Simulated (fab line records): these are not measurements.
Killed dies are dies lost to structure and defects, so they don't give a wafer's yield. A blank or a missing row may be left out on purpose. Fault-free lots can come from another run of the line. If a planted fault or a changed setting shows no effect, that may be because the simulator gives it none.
fab line records	flow n5_finfet
record: lots: 5	wafers: 15	last_day: 17
route steps=1938 shown BEOL_M4@1099 BEOL_M5@1112 BEOL_M11@1578 PASSIVATION@1936
lots that met no fault: taken from a fault-free run of the same line
start_h: start of the lot's first displayed wafer, in hours after the record's first day	wait_h: time in hours since the lot's previous step	" same as the row above	L1.1+2: one row covering several wafers at once	- no value present, or no start provided	* or withheld: withheld	< > ~ a bound
route shown NAME@n: a module of which the file shows steps, and the number in the route of the first	usual: mean/standard deviation taken from wafers without a fault	same: alike in all rows	chamber/n: place in a boat	sites: each site's reading	_std_site: how widely they spread, as a standard deviation	_edge_site: mean of outer sites minus mean of inner sites	radius_mm: for every site, how far away it sits from the centre of the wafer	mask NAME#n: copy n	behind: the last tool/chamber to shape the wafer	hold: why the lot went on hold/how many hours it stayed there/how the hold came to an end	device: the transistor (n, p or np) that didn't switch	end of line: the tests these same wafers got at the end of their route	step lacking rows: just its recipe	killed: the dies lost at the first sort to structure and to defects; this is not the yield of the wafer	map: a wafer's dies, marking killed ones x, the rest . and places with no die _
set.NAME: the run value of the setting; set.NAME@STEP: its run value at that earlier step	model.NAME: the simulator's own value behind a step, which no gauge read
lots seen at some steps along the route; tables by step, rows by wafer
services: from which hour (start_h, from the record's first day; less than 0 if before it) a tool's chamber was out of use, for how many hours, and why
== steps ==
step: N5_BEOL_M4_ANNEAL_95
recipe: temp_c: 400	time_s: 240	ambient: vacuum
step: N5_BEOL_M4_SPUTTER_96
recipe: material: Cu	target_thk_a: 45	temp_c: -20	chamber_pressure_pa: 0.07	power_w: withheld	time_s: 8.29
step: N5_BEOL_M4_ECD_50
recipe: material: Cu	target_thk_a: 3000
step: N5_BEOL_M4_ANNEAL_51
recipe: temp_c: 225	time_s: 90	ambient: N2
step: N5_BEOL_M4_CMP_52
recipe: stop_on: SiOC	t_overpolish_s: 6.8	down_force_psi: 1	platen_rpm: 50	clearing_platen_down_force_psi: 1.5	clearing_platen_rpm: 50	post_cmp_clean: cu_alkaline	target_thk_nm: 40	clearing_platen_pad_velocity_m_s: 0.99484	pad_velocity_m_s: 0.99484
step: N5_BEOL_M4_PRE_CLEAN_60
recipe: gas: NH3/H2	time_s: 15	temp_c: *	rf_power_w: 300
step: N5_BEOL_M4_CO_CAP_55
recipe: material: Co	target_thk_a: 20	temp_c: 200	precursor: CCTBA/H2	pressure_torr: 30	time_s: 102.1
step: N5_BEOL_M4_PRE_CLEAN_56
recipe: gas: NH3	time_s: 15	temp_c: withheld	rf_power_w: 300
step: N5_BEOL_M4_DEP_57
recipe: material: SiCN	target_thk_a: 80	temp_c: withheld	precursor: 3MS/NH3	pressure_torr: 3	rf_w: 202	time_s: 14
step: N5_BEOL_M4_RC_MEAS_101
usual: DIBL_N: 37.2/2.1	DIBL_P: 37.3/2.3	IOFF_N: 0.18/0.041	IOFF_P: 0.24/0.042	ION_N: 680/13	ION_P: 466/7.7	SS_N: 71.8/0.68	SS_P: 73.5/0.66	VT_N: 249/3.6	VT_P: -248/3.4
lot.wafer	tool	chamber	start_h	wait_h	DIBL_N[mV/V]	DIBL_P[mV/V]	IOFF_N[nA/um]	IOFF_P[nA/um]	ION_N[uA/um]	ION_P[uA/um]	SS_N[mV/dec]	SS_P[mV/dec]	VT_N[mV]	VT_P[mV]
L121.1	prober-02	0	204.82	0.0	38.8	39.1	0.24	0.31	688	481	72.7	74.5	241	-241
L121.2	"	0	"	"	36.3	36.9	0.18	0.26	681	472	71.4	73.7	246	-245
L121.5	"	0	"	"	36.4	35.6	0.18	0.24	674	469	72.4	73.9	248	-246
L128.1	prober-01	0	261.95	0.2	41.1	41.6	0.26	0.31	694	466	72.6	74.0	240	-247
L128.2	"	0	"	"	41.0	41.4	0.24	0.31	696	473	72.6	75.2	244	-246
L128.5	"	0	"	"	39.7	39.4	0.22	0.27	696	471	72.9	74.5	244	-249
L130.2	prober-01	0	269.08	0.2	40.9	40.6	0.24	0.29	691	467	72.1	74.9	246	-245
L130.3	"	0	"	"	40.5	40.3	0.23	0.29	693	465	72.2	74.2	245	-243
L130.5	"	0	"	"	39.7	39.7	0.21	0.26	678	462	72.4	73.8	249	-246
L132.1	prober-02	0	270.93	0.0	36.5	38.3	0.18	0.26	693	477	71.9	73.7	248	-245
L132.2	"	0	"	"	36.5	37.6	0.17	0.24	688	483	71.8	73.5	248	-247
L132.5	"	0	"	"	40.1	42.2	0.26	0.34	710	488	73.0	75.3	243	-243
L133.1	prober-01	0	305.27	0.0	37.9	39.1	0.20	0.27	687	473	72.3	73.9	249	-246
L133.5	"	0	"	"	36.0	36.8	0.16	0.23	673	468	71.4	73.3	250	-248
L133.6	"	0	"	"	35.9	37.1	0.16	0.23	677	469	70.9	73.5	249	-247
step: N5_BEOL_M5_ILD_DEP_00
recipe: material: SiCOH_lowk	target_thk_a: 1406.4	temp_c: 300	precursor: DEMS/porogen	pressure_torr: 5	rf_w: 500	time_s: 25.9
step: N5_BEOL_M5_CURE_79
recipe: temp_c: 385	time_s: 240	ambient: He/Ar	material: SiCOH_lowk
step: N5_BEOL_M5_PECVD_70
recipe: material: SiO2	target_thk_a: 160	temp_c: 400	precursor: TEOS/O2	pressure_torr: 5.5	rf_w: 450	teos_flow_sccm: 53.8	gas: O2	flow_sccm: 3000	time_s: 18
step: N5_BEOL_M5_HM_DEP_02
recipe: material: TiN	target_thk_a: 200	temp_c: 25	chamber_pressure_pa: 0.49996
step: N5_BEOL_M5_COAT_59
recipe: resist: SOC	temp_c: 250	time_s: 60	spin_rpm: 1500	resist_thk_nm: 60
step: N5_BEOL_M5_COAT_60
recipe: resist: SiARC	temp_c: 220	time_s: 60	spin_rpm: 1500	resist_thk_nm: 12
step: N5_BEOL_M5_COAT_71
recipe: resist: underlayer	temp_c: 205	time_s: 60	spin_rpm: 1500	resist_thk_nm: 5
step: N5_BEOL_M5_COAT_05
recipe: resist: CAR-EUV	spin_rpm: 1500	resist_thk_nm: 30
step: N5_BEOL_M5_EBR_07
recipe: solvent: PGMEA	ebr_width_mm: 1.5
step: N5_BEOL_M5_SOFTBAKE_06
recipe: temp_c: 110	time_s: 60	resist: CAR-EUV
step: N5_BEOL_M5_EXPOSE_08
recipe: mask_id: M5	na: 0.33	source_shape: annular	sigma_inner: 0.4	sigma_outer: 0.8	polarization: unpolarized	target_cd_nm: 28	dose_mj: 35.75
step: N5_BEOL_M5_PEB_09
recipe: peb_temp_c: 100	peb_time_s: 60	resist: CAR-EUV
step: N5_BEOL_M5_DEVELOP_10
recipe: develop_time_s: 30	developer: TMAH	resist: CAR-EUV	rinse_liquid: surfactant_rinse	dry: air_spin	dev_temp_c: 23
step: N5_BEOL_M5_DESCUM_16
recipe: chemistry: O2	time_s: 7	source_power_w: 50	bias_power_w: 20	pressure_mtorr: 20	rf_frequency_hz: 2.712e+07	temp_c: 40	resist: CAR-EUV	o2_flow_sccm: 225
step: N5_BEOL_M5_ETCH_72
recipe: chemistry: N2/H2	target: underlayer	target_depth_a: 65	mask_material: CAR-EUV	time_s: 5.2	ion_energy_ev: 200	pressure_mtorr: 30	source_w: 840	bias_w: 150	n2_flow_sccm: 200	h2_flow_sccm: 200	ends: cleared
step: N5_BEOL_M5_ETCH_61
recipe: chemistry: CF4	target: SiARC	target_depth_a: 156	mask_material: CAR-EUV	time_s: 26	ion_energy_ev: 80	pressure_mtorr: 40	source_w: 545	bias_w: 36	Ar_flow_sccm: 100	cf4_flow_sccm: 100	ends: cleared
step: N5_BEOL_M5_ETCH_62
recipe: chemistry: N2/H2	target: SOC	target_depth_a: 750	overetch_a: 150	mask_material: SiARC	temp_c: 40	time_s: 112.5	ion_energy_ev: 200	pressure_mtorr: 30	source_w: 840	bias_w: 150	n2_flow_sccm: 200	h2_flow_sccm: 200
step: N5_BEOL_M5_STRIP_63
recipe: chemistry: N2/H2	temp_c: 40	n2_flow_sccm: 200	h2_flow_sccm: 200	rf_frequency_hz: 6e+07
step: N5_BEOL_M5_STRIP_73
recipe: chemistry: N2/H2	temp_c: 40	n2_flow_sccm: 200	h2_flow_sccm: 200	rf_frequency_hz: 6e+07
step: N5_BEOL_M5_STRIP_64
recipe: chemistry: CF4	resist: SiARC	power_w: 300	bias_power_w: 75	pressure_mtorr: 50	cf4_flow_sccm: 150	rf_frequency_hz: 6e+07
step: N5_BEOL_M5_HM_OPEN_17
recipe: chemistry: Cl2/BCl3	target_depth_a: 200	overetch_a: 60	target: TiN	mask_material: SOC	ion_energy_ev: 150	pressure_mtorr: 10	icp_w: 1000	bias_w: 126	Cl2_flow_sccm: 53.25	bcl3_flow_sccm: 21.75	Ar_flow_sccm: 25
step: N5_BEOL_M5_STRIP_19
recipe: chemistry: O2	power_w: 400	temp_c: 40	pressure_mtorr: 30	rf_frequency_hz: 6e+07	bias_power_w: 0	overash_fraction: 0.2	o2_flow_sccm: 225
step: N5_BEOL_M5_COAT_65
recipe: resist: SOC	temp_c: 250	time_s: 60	spin_rpm: 1500	resist_thk_nm: 60
step: N5_BEOL_M5_COAT_66
recipe: resist: SiARC	temp_c: 220	time_s: 60	spin_rpm: 1500	resist_thk_nm: 12
step: N5_BEOL_M11_TRENCH_ETCH_37
recipe: chemistry: C4F6/O2	target_depth_a: 1488.3	target: SiCOH_lowk	time_s: 48	ion_energy_ev: 250	pressure_mtorr: 30	source_w: 345	bias_w: 185	Ar_flow_sccm: 300	C4F6_flow_sccm: 10	O2_flow_sccm: 10
usual: C4F6_flow_sccm: 10.00/0.033	O2_flow_sccm: 10.00/0.035	drypump_motor_current_A: 5.9/0.52	oes_o_777_au: 0.78/0.086	oes_product_au: 0.78/0.096	rf_vpp_V: 659/11	showerhead_plenum_p_Torr: 2.83/0.088	throttle_valve_pct: 20.98/0.29
lot.wafer	tool	chamber	start_h	wait_h	C4F6_flow_sccm	O2_flow_sccm	drypump_motor_current_A	oes_o_777_au	oes_product_au	rf_hours_counter_h	rf_vpp_V	showerhead_plenum_p_Torr	throttle_valve_pct	model.TiN_of_BEOL_M11_HM_DEP_02.thk_nm
L121.1	rie_diel-01	2	261.89	-	10.02	9.99	5.7	0.82	0.82	68	665	2.88	20.81	15.6
L121.2	"	0	"	"	9.98	10.01	6.5	0.78	0.79	131	652	2.84	20.66	15.8
L121.5	"	0	"	"	9.96	9.98	6.5	0.78	0.79	-	654	2.84	20.66	16.2
L130.2	rie_diel-01	1	331.56	-	-	-	-	-	-	-	-	-	-	20.2
L130.3	"	0	"	"	-	-	-	-	-	-	-	-	-	20
L130.5	"	3	"	"	-	-	-	-	-	-	-	-	-	20
L128.1	rie_diel-03	2	331.91	-	-	-	-	-	-	-	-	-	-	19.8
L128.2	"	1	"	"	-	-	-	-	-	-	-	-	-	20
L128.5	"	1	"	"	-	-	-	-	-	-	-	-	-	19.6
L132.1	rie_diel-02	0	337.00	-	-	-	-	-	-	-	-	-	-	20
L132.2	"	3	"	"	-	-	-	-	-	-	-	-	-	19.8
L132.5	"	0	"	"	-	-	-	-	-	-	-	-	-	20
L133.1	rie_diel-01	2	368.43	-	9.93	9.98	5.7	0.80	0.80	91	665	2.87	20.86	15.6
L133.5	"	3	"	"	10.02	10.07	5.4	0.88	0.86	-	679	2.79	20.58	15.4
L133.6	"	0	"	"	10.00	10.04	6.5	0.75	0.77	-	653	2.83	20.67	15.6
step: N5_BEOL_M11_OCD_MEAS_38
usual: trench_depth_nm: 148.5/2.9
lot.wafer	tool	chamber	start_h	wait_h	trench_depth_nm
L121.1	ocd-01	-	262.08	-	149.2
L121.2	"	-	"	"	147.7
L121.5	"	-	"	"	147.2
L130.2	ocd-01	-	331.75	-	0.4
L130.3	"	-	"	"	0.1
L130.5	"	-	"	"	0
L128.1	ocd-02	-	332.10	-	0
L128.2	"	-	"	"	0
L128.5	"	-	"	"	0
L132.1	ocd-01	-	337.18	-	0
L132.2	"	-	"	"	0.2
L132.5	"	-	"	"	0
L133.1	ocd-02	-	368.61	-	149.5
L133.5	"	-	"	"	151.7
L133.6	"	-	"	"	148.1
step: N5_BEOL_M11_CMP_52
recipe: stop_on: SiCOH_lowk	t_overpolish_s: 7	down_force_psi: 1	platen_rpm: 50	clearing_platen_down_force_psi: 1.5	clearing_platen_rpm: 50	post_cmp_clean: cu_alkaline	target_thk_nm: 140	clearing_platen_pad_velocity_m_s: 0.99484	pad_velocity_m_s: 0.99484
usual: motor_current_A: 6.1/0.52	platen_rpm: 50.01/0.03
lot.wafer	tool	chamber	start_h	wait_h	motor_current_A	platen_rpm	model.Cu_of_BEOL_M11_ECD_50.thk_nm
L121.2	cmp-03	0	265.59	0.2	6.0	50.01	140.6
L121.1	"	2	"	"	6.0	49.97	140.6
L121.5	"	0	"	"	6.4	49.98	137
L130.3	cmp-03	0	334.46	0.2	6.0	50.04	1.4
L130.2	"	1	"	"	6.8	49.97	0.2
L130.5	"	3	"	"	5.6	50.02	0.6
L128.1	cmp-03	1	335.59	0.3	7.0	50.01	0
L128.2	"	3	"	"	5.6	50.00	0
L128.5	"	0	"	"	6.2	50.05	0
L132.1	cmp-03	3	342.29	0.6	5.6	50.01	0.8
L132.2	"	0	"	"	5.9	49.98	0.4
L132.5	"	2	"	"	5.9	49.98	1.6
L133.1	cmp-04	0	371.01	0.3	5.7	50.01	139.2
L133.6	"	2	"	"	7.0	49.99	138.8
L133.5	"	3	"	"	6.3	50.01	140.6
step: N5_PASSIVATION_PROBE_49
usual: defect_limited_yield: 91.0/1.6	killed_at_M0_to_M3: 35/11	killed_at_M4_up: 14/5.3	killed_at_contacts: 13/6.7	killed_at_front_end: 41/12	killed_at_other: 3.9/2.7	killed_dies: 106/19	killed_on_rim: 14/4	killed_open: 70/14	killed_short: 35/8.8	sort_bin_5_function: 5.3/1	sort_bin_6_memory: 3.3/0.81	sort_n_pass: 1073/19	sort_yield_pct: 91.0/1.6
same: gross_dies: 1180	killed_at_back_side: 0	sort_bin_4_leakage[%]: 0	sort_bin_8_speed[%]: 0
lot.wafer	tool	chamber	start_h	wait_h	defect_limited_yield[%]	killed_at_M0_to_M3	killed_at_M4_up	killed_at_contacts	killed_at_front_end	killed_at_other	killed_dies	killed_on_rim	killed_open	killed_short	sort_bin_5_function[%]	sort_bin_6_memory[%]	sort_n_pass	sort_yield_pct[%]
L130.2	prober-02	-	370.69	0.1	0	32	1092	11	40	5	1180	152	64	36	96.2	3.4	0	0
L130.3	prober-02	-	370.74	0.1	0	40	1083	6	44	7	1180	152	55	44	96.3	3.2	0	0
L130.5	prober-02	-	370.84	0.2	0	20	1104	10	45	1	1180	152	55	33	96.9	2.9	0	0
L128.1	prober-01	-	373.52	0.0	0	42	1065	1	61	11	1180	152	79	48	95.6	4.2	0	0
L128.2	prober-01	-	373.57	0.1	0	29	1112	4	31	4	1180	152	56	25	97.1	2.5	0	0
L128.5	prober-01	-	373.72	0.2	0	17	1119	5	35	4	1180	152	46	28	97.5	2.3	0	0
L132.1	prober-01	-	387.68	0.0	0	40	1085	16	34	5	1180	152	63	48	96.4	3.2	0	0
L132.2	prober-01	-	387.73	0.1	0	31	1108	13	23	5	1180	152	57	23	97.2	2.7	0	0
L132.5	prober-01	-	387.88	0.2	0	21	1111	8	35	5	1180	152	59	23	96.7	2.6	0	0
killed by level:class
L130.2 BEOL_M11:area_etch=1080 BEOL_M3:geometric_particle:open=14 FIN_SAQP:geometric_particle:short=13 MOL_CONTACT_COAG:geometric_particle:open=11 STI_FIN_REVEAL:geometric_particle:open=6 BEOL_M0_SAQP:geometric_particle:short=6 BEOL_M1:geometric_particle:open=6 FIN_SAQP:geometric_particle:open=5
L130.3 BEOL_M11:area_etch=1081 BEOL_M0_SAQP:geometric_particle:short=15 BEOL_M0_SAQP:geometric_particle:open=11 FIN_SAQP:geometric_particle:open=7 STI_FIN_REVEAL:geometric_particle:open=7 GATE_CUT:geometric_particle:open=6 FIN_SAQP:geometric_particle:short=5 GATE_CUT:geometric_particle:short=5
L130.5 BEOL_M11:area_etch=1092 STI_FIN_REVEAL:geometric_particle:open=14 MOL_CONTACT_COAG:geometric_particle:open=9 FIN_SAQP:geometric_particle:short=7 STI_FIN_REVEAL:geometric_particle:short=7 BEOL_M8:geometric_particle:open=6 GATE_CUT:geometric_particle:short=5 BEOL_M1:geometric_particle:open=5
L128.1 BEOL_M11:area_etch=1053 STI_FIN_REVEAL:geometric_particle:open=18 FIN_SAQP:geometric_particle:open=12 BEOL_M0_SAQP:geometric_particle:short=10 FIN_SAQP:geometric_particle:short=9 BEOL_M1:geometric_particle:open=9 STI_FIN_REVEAL:geometric_particle:short=8 BEOL_M0_SAQP:geometric_particle:open=7
L128.2 BEOL_M11:area_etch=1099 BEOL_M3:geometric_particle:open=9 BEOL_M1:geometric_particle:open=7 FIN_SAQP:geometric_particle:open=5 BEOL_M0_SAQP:geometric_particle:open=5 STI_FIN_REVEAL:geometric_particle:open=4 DUMMY_GATE:geometric_particle:open=4 BEOL_M4:geometric_particle:open=4
L128.5 BEOL_M11:area_etch=1106 FIN_SAQP:geometric_particle:short=8 STI_FIN_REVEAL:geometric_particle:open=7 BEOL_M2:geometric_particle:open=7 BEOL_M4:geometric_particle:open=5 MOL_CONTACT_COAG:geometric_particle:open=4 FIN_SAQP:geometric_particle:open=3 DUMMY_GATE:geometric_particle:open=3
L132.1 BEOL_M11:area_etch=1068 MOL_CONTACT_COAG:geometric_particle:open=10 BEOL_M0_SAQP:geometric_particle:open=10 FIN_SAQP:geometric_particle:short=8 FIN_SAQP:geometric_particle:open=8 BEOL_M0_SAQP:geometric_particle:short=7 MOL_CONTACT_COAG:geometric_particle:short=6 BEOL_M3:geometric_particle:open=6
L132.2 BEOL_M11:area_etch=1099 MOL_CONTACT_COAG:geometric_particle:open=12 BEOL_M0_SAQP:geometric_particle:short=9 STI_FIN_REVEAL:geometric_particle:open=7 BEOL_M3:geometric_particle:open=6 BEOL_M0_SAQP:geometric_particle:open=5 GATE_CUT:geometric_particle:open=4 BEOL_M1:geometric_particle:open=4
L132.5 BEOL_M11:area_etch=1095 STI_FIN_REVEAL:geometric_particle:open=13 MOL_CONTACT_COAG:geometric_particle:open=8 BEOL_M0_SAQP:geometric_particle:open=8 FIN_SAQP:geometric_particle:open=7 FIN_SAQP:geometric_particle:short=5 BEOL_M2:geometric_particle:open=4 BEOL_M4:geometric_particle:open=4
map L128.1 (x killed, . not)
_________________xxxxxxxxxxxx________________
______________xxxxxxxxxxxxxxxxxx_____________
___________xxxxxxxxxxxxxxxxxxxxxxxx__________
__________xxxxxxxxxxxxxxxxxxxxxxxxxx_________
________xxxxxxxxxxxxxxxxxxxxxxxxxxxxxx_______
_______xxxxxxxxxxxxxxxxxxxxxxxxxxxxxxxx______
______xxxxxxxxxxxxxxxxxxxxxxxxxxxxxxxxxx_____
_____xxxxxxxxxxxxxxxxxxxxxxxxxxxxxxxxxxxx____
____xxxxxxxxxxxxxxxxxxxxxxxxxxxxxxxxxxxxxx___
___xxxxxxxxxxxxxxxxxxxxxxxxxxxxxxxxxxxxxxxx__
___xxxxxxxxxxxxxxxxxxxxxxxxxxxxxxxxxxxxxxxx__
__xxxxxxxxxxxxxxxxxxxxxxxxxxxxxxxxxxxxxxxxxx_
__xxxxxxxxxxxxxxxxxxxxxxxxxxxxxxxxxxxxxxxxxx_
_xxxxxxxxxxxxxxxxxxxxxxxxxxxxxxxxxxxxxxxxxxxx
_xxxxxxxxxxxxxxxxxxxxxxxxxxxxxxxxxxxxxxxxxxxx
_xxxxxxxxxxxxxxxxxxxxxxxxxxxxxxxxxxxxxxxxxxxx
_xxxxxxxxxxxxxxxxxxxxxxxxxxxxxxxxxxxxxxxxxxxx
_xxxxxxxxxxxxxxxxxxxxxxxxxxxxxxxxxxxxxxxxxxxx
_xxxxxxxxxxxxxxxxxxxxxxxxxxxxxxxxxxxxxxxxxxxx
_xxxxxxxxxxxxxxxxxxxxxxxxxxxxxxxxxxxxxxxxxxxx
_xxxxxxxxxxxxxxxxxxxxxxxxxxxxxxxxxxxxxxxxxxxx
__xxxxxxxxxxxxxxxxxxxxxxxxxxxxxxxxxxxxxxxxxx_
__xxxxxxxxxxxxxxxxxxxxxxxxxxxxxxxxxxxxxxxxxx_
___xxxxxxxxxxxxxxxxxxxxxxxxxxxxxxxxxxxxxxxx__
___xxxxxxxxxxxxxxxxxxxxxxxxxxxxxxxxxxxxxxxx__
____xxxxxxxxxxxxxxxxxxxxxxxxxxxxxxxxxxxxxx___
_____xxxxxxxxxxxxxxxxxxxxxxxxxxxxxxxxxxxx____
______xxxxxxxxxxxxxxxxxxxxxxxxxxxxxxxxxx_____
_______xxxxxxxxxxxxxxxxxxxxxxxxxxxxxxxx______
________xxxxxxxxxxxxxxxxxxxxxxxxxxxxxx_______
__________xxxxxxxxxxxxxxxxxxxxxxxxxx_________
___________xxxxxxxxxxxxxxxxxxxxxxxx__________
______________xxxxxxxxxxxxxxxxxx_____________
_________________xxxxxxxxxxxx________________
map L130.2 (x killed, . not)
_________________xxxxxxxxxxxx________________
______________xxxxxxxxxxxxxxxxxx_____________
___________xxxxxxxxxxxxxxxxxxxxxxxx__________
__________xxxxxxxxxxxxxxxxxxxxxxxxxx_________
________xxxxxxxxxxxxxxxxxxxxxxxxxxxxxx_______
_______xxxxxxxxxxxxxxxxxxxxxxxxxxxxxxxx______
______xxxxxxxxxxxxxxxxxxxxxxxxxxxxxxxxxx_____
_____xxxxxxxxxxxxxxxxxxxxxxxxxxxxxxxxxxxx____
____xxxxxxxxxxxxxxxxxxxxxxxxxxxxxxxxxxxxxx___
___xxxxxxxxxxxxxxxxxxxxxxxxxxxxxxxxxxxxxxxx__
___xxxxxxxxxxxxxxxxxxxxxxxxxxxxxxxxxxxxxxxx__
__xxxxxxxxxxxxxxxxxxxxxxxxxxxxxxxxxxxxxxxxxx_
__xxxxxxxxxxxxxxxxxxxxxxxxxxxxxxxxxxxxxxxxxx_
_xxxxxxxxxxxxxxxxxxxxxxxxxxxxxxxxxxxxxxxxxxxx
_xxxxxxxxxxxxxxxxxxxxxxxxxxxxxxxxxxxxxxxxxxxx
_xxxxxxxxxxxxxxxxxxxxxxxxxxxxxxxxxxxxxxxxxxxx
_xxxxxxxxxxxxxxxxxxxxxxxxxxxxxxxxxxxxxxxxxxxx
_xxxxxxxxxxxxxxxxxxxxxxxxxxxxxxxxxxxxxxxxxxxx
_xxxxxxxxxxxxxxxxxxxxxxxxxxxxxxxxxxxxxxxxxxxx
_xxxxxxxxxxxxxxxxxxxxxxxxxxxxxxxxxxxxxxxxxxxx
_xxxxxxxxxxxxxxxxxxxxxxxxxxxxxxxxxxxxxxxxxxxx
__xxxxxxxxxxxxxxxxxxxxxxxxxxxxxxxxxxxxxxxxxx_
__xxxxxxxxxxxxxxxxxxxxxxxxxxxxxxxxxxxxxxxxxx_
___xxxxxxxxxxxxxxxxxxxxxxxxxxxxxxxxxxxxxxxx__
___xxxxxxxxxxxxxxxxxxxxxxxxxxxxxxxxxxxxxxxx__
____xxxxxxxxxxxxxxxxxxxxxxxxxxxxxxxxxxxxxx___
_____xxxxxxxxxxxxxxxxxxxxxxxxxxxxxxxxxxxx____
______xxxxxxxxxxxxxxxxxxxxxxxxxxxxxxxxxx_____
_______xxxxxxxxxxxxxxxxxxxxxxxxxxxxxxxx______
________xxxxxxxxxxxxxxxxxxxxxxxxxxxxxx_______
__________xxxxxxxxxxxxxxxxxxxxxxxxxx_________
___________xxxxxxxxxxxxxxxxxxxxxxxx__________
______________xxxxxxxxxxxxxxxxxx_____________
_________________xxxxxxxxxxxx________________
== services ==
tool	chamber	start_h	hours	kind
rie_diel-01	-	271.77	2.8	pm
rie_diel-02	0	275.91	6.9	repair
rie_diel-01	2	285.53	14.8	repair
cmp-04	-	296.61	0.9	repair
rie_diel-02	3	302.17	-	clean
rie_diel-02	3	302.17	-	consumable_replace:focus_ring
rie_diel-02	3	302.17	-	consumable_replace:showerhead
rie_diel-02	3	302.17	17.7	scheduled_down
rie_diel-02	3	302.17	17.7	vent_cycle
rie_diel-02	1	320.25	-	clean
rie_diel-02	1	320.25	-	consumable_replace:esc
rie_diel-02	1	320.25	-	consumable_replace:focus_ring
rie_diel-02	1	320.25	-	consumable_replace:showerhead
rie_diel-02	1	320.25	34.3	scheduled_down
rie_diel-02	1	320.25	34.3	vent_cycle
cmp-03	-	324.96	4.0	pm
cmp-03	-	328.96	-	consumable_replace:conditioner
cmp-03	-	328.96	-	consumable_replace:pad
cmp-04	-	329.53	6.7	pm
cmp-04	-	341.12	1.1	repair
== key ==
first_sign: step: N5_BEOL_M11_TRENCH_ETCH_37	reading: tool_record	direction: missing
effect: step: N5_BEOL_M11_OCD_MEAS_38	reading: trench_depth_nm	direction: down	sigmas: 51	usual: 148.5	struck: 0.1
effect: step: N5_PASSIVATION_PROBE_49	reading: killed_at_M4_up	direction: up	sigmas: 99+	usual: 14	struck: 1098
model_effect: step: N5_BEOL_M11_TRENCH_ETCH_37	value: TiN_of_BEOL_M11_HM_DEP_02.thk_nm	without: 15.82	struck: 19.93
model_effect: step: N5_BEOL_M11_CMP_52	value: Cu_of_BEOL_M11_ECD_50.thk_nm	without: 140	struck: 0.5556
more_kills_born_at: N5_BEOL_M11_TRENCH_ETCH_37@rie_diel-02: 3262	N5_BEOL_M11_TRENCH_ETCH_37@rie_diel-03: 3258	N5_BEOL_M11_TRENCH_ETCH_37@rie_diel-01: 3253
met_at N5_BEOL_M11_TRENCH_ETCH_37
struck_wafers L128.1,L128.2,L128.5,L130.2,L130.3,L130.5,L132.1,L132.2,L132.5
later_rows_left_out L128.1,L128.2,L128.5,L130.2,L130.3,L130.5,L132.1,L132.2,L132.5
onset_between 261.89 331.56
fault: kind: skipped_step_whole	tool: rie_diel-01,rie_diel-02,rie_diel-03	chamber: -	onset_h: 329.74	steps: N5_BEOL_M11_TRENCH_ETCH_37	scope: struck_lots_only
later_rows_left_out: the simulator's readings of these wafers behind a module that went badly wrong aren't trusted and aren't shown, but for the sort
